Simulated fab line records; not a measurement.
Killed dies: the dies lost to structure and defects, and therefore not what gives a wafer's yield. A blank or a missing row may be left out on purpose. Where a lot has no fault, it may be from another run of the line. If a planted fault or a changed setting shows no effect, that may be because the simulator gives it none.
Matching of chambers ; flow n5-finfet ; 4 sister chambers for N5_BEOL_M15_ETCH_57 on rie-diel-06
The step etches SOC in N2/H2, time 750 s. 4 wafers are shown with their chamber, then 9 later ones without.

## EACH WAFER AND ITS CHAMBER
wafer;chamber;showerhead-plenum-p-Torr (Torr)
L084.6;0;2.59
L086.1;3;2.46
L086.3;2;2.69
L086.5;1;2.64

## WAFERS WITHOUT THEIR CHAMBER
wafer;showerhead-plenum-p-Torr (Torr)
L090.2;2.45
L090.3;2.64
L090.5;2.58
L094.2;2.64
L094.3;2.68
L094.5;2.64
L095.1;2.64
L095.4;2.45
L095.6;2.68

## WHICH CHAMBER EACH WENT THROUGH
wafer;from the rows above;in truth
L090.2;3;3
L090.3;1;1
L090.5;0;0
L094.2;1;1
L094.3;2;2
L094.5;1;1
L095.1;1;1
L095.4;3;3
L095.6;2;2
9 of 9 placed correctly. Left unplaced by these rows: 0. 0 placed wrongly.
How it was worked out, from the rows above alone: a wafer's distance from a chamber is the root of the sum, over the readings, of the square of ((its reading less the chamber's mean) divided by the reading's scatter). The wafer belongs to the nearest chamber; if the next one is less than 2 further off, it can't be placed. A chamber's mean is the mean of its shown wafers. The scatter: with one shown wafer a chamber, the root of the mean of the squares of how far each hidden wafer lies from its nearest shown one.
